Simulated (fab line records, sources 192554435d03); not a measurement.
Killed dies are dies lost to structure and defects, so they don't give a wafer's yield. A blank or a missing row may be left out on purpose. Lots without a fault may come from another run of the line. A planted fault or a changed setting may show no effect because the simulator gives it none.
Split-lot experiment | flow n5_finfet | 7 lots, 21 wafers read, on a route of 1938 steps

THE SPLIT
At N5_BEOL_M10_COAT_60 (time 60 s, resist thk 30 nm), the setting spin_rpm was moved away from the recipe's 1500 rpm on 5 of the 21 wafers read, by -9.7% to +6.3%. The other wafers ran this setting at the recipe's value.

FROM THE SPLIT TO THE READING: what the file shows between them, 4 steps
- N5_BEOL_M10_COAT_05: resist thk 90 nm
- N5_BEOL_M10_EBR_07
- N5_BEOL_M10_DESCUM_16: chemistry O2, time 7.9 s
- N5_BEOL_M10_ETCH_61: etches SiARC in CF4, target depth 39 nm, time 65 s

THE READING
SiARC_of_BEOL_M10_COAT_60.thk_nm (the simulator's own value, which no gauge read), in nm, at N5_BEOL_M10_ETCH_62 (etches SOC in N2/H2, target depth 110 nm, overetch 22 nm, time 165 s). The file gives no usual value for it. The 16 wafers here that ran the recipe average 23.3 nm, standard deviation 0.17 nm.

wafer  | tool, chamber at the split | spin_rpm as run, rpm | against the recipe | SiARC_of_BEOL_M10_COAT_60.thk_nm, nm | against lot-mates on the recipe
L080.1 | litho_track-02, 0          | 1500                 | recipe             | 23.2                                 | -
L080.2 | litho_track-02, 0          | 1500                 | recipe             | 23.6                                 | -
L080.4 | litho_track-02, 0          | 1595                 | +6.3%              | 22.8                                 | -0.6
L079.2 | litho_track-04, 0          | 1438                 | -4.1%              | 24.2                                 | +1.1
L079.3 | litho_track-04, 0          | 1500                 | recipe             | 23.2                                 | -
L079.4 | litho_track-04, 0          | 1500                 | recipe             | 23                                   | -
L085.2 | litho_track-02, 0          | 1354                 | -9.7%              | 25                                   | +1.8
L085.4 | litho_track-02, 0          | 1354                 | -9.7%              | 25                                   | +1.8
L085.6 | litho_track-02, 0          | 1500                 | recipe             | 23.2                                 | -
L094.2 | litho_track-02, 0          | 1500                 | recipe             | 23.2                                 | -
L094.5 | litho_track-02, 0          | 1500                 | recipe             | 23.2                                 | -
L094.6 | litho_track-02, 0          | 1500                 | recipe             | 23.2                                 | -
L093.2 | litho_track-02, 0          | 1500                 | recipe             | 23.2                                 | -
L093.3 | litho_track-02, 0          | 1500                 | recipe             | 23.4                                 | -
L093.4 | litho_track-02, 0          | 1500                 | recipe             | 23.4                                 | -
L095.2 | litho_track-04, 0          | 1397                 | -6.9%              | 24.2                                 | +0.9
L095.4 | litho_track-04, 0          | 1500                 | recipe             | 23.2                                 | -
L095.5 | litho_track-04, 0          | 1500                 | recipe             | 23.4                                 | -
L097.1 | litho_track-04, 0          | 1500                 | recipe             | 23.4                                 | -
L097.3 | litho_track-04, 0          | 1500                 | recipe             | 23.6                                 | -
L097.6 | litho_track-04, 0          | 1500                 | recipe             | 23.6                                 | -

THE FIT
A straight line over all 21 wafers: SiARC_of_BEOL_M10_COAT_60.thk_nm changes by -0.152 nm for each +1% of spin_rpm; r = -0.94; the points scatter about the line by 0.21 nm.
The same after taking each lot's own level away (the mean of its wafers on the recipe; 21 wafers): -0.165 nm for each +1%; r = -0.96; scatter 0.18 nm.
On that fit, the largest move of spin_rpm shifts the reading by 1.6 nm.
The lots' own levels span 23.10 to 23.53 nm, that is 2.5 times the standard deviation above.
So the lot-to-lot level changes the slope little: the two slopes agree.
Check: with one of the wafers moved furthest among these (-9.7%) left out of the fit, the line predicts +1.58 nm for it against its lot-mates. It came out at +1.8 nm against them.

THE WHOLE CHAIN: every reading that the file lists as answering this split, in the file's order
step                | what it does                                                         | reading                                                                             | change (the file's fit)               | r (the file's)
N5_BEOL_M10_COAT_60 | time 60 s, resist thk 30 nm                                          | SiARC_of_BEOL_M10_COAT_60.thk_nm (the simulator's own value, which no gauge read)   | -0.168 nm for each +1% of the setting | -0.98
N5_BEOL_M10_ETCH_61 | etches SiARC in CF4, target depth 39 nm, time 65 s                   | etch.depth_nm (the simulator's own value, which no gauge read)                      | -0.167 nm for each +1% of the setting | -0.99
N5_BEOL_M10_ETCH_61 | etches SiARC in CF4, target depth 39 nm, time 65 s                   | CAR-ArF_of_BEOL_M10_COAT_05.thk_nm (the simulator's own value, which no gauge read) | +0.18 nm for each +1% of the setting  | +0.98
N5_BEOL_M10_ETCH_62 | etches SOC in N2/H2, target depth 110 nm, overetch 22 nm, time 165 s | SiARC_of_BEOL_M10_COAT_60.thk_nm (the simulator's own value, which no gauge read)   | -0.161 nm for each +1% of the setting | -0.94

THE FILE'S OWN FIT
SiARC_of_BEOL_M10_COAT_60.thk_nm changes by -0.161 nm for each +1% of spin_rpm, r = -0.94.
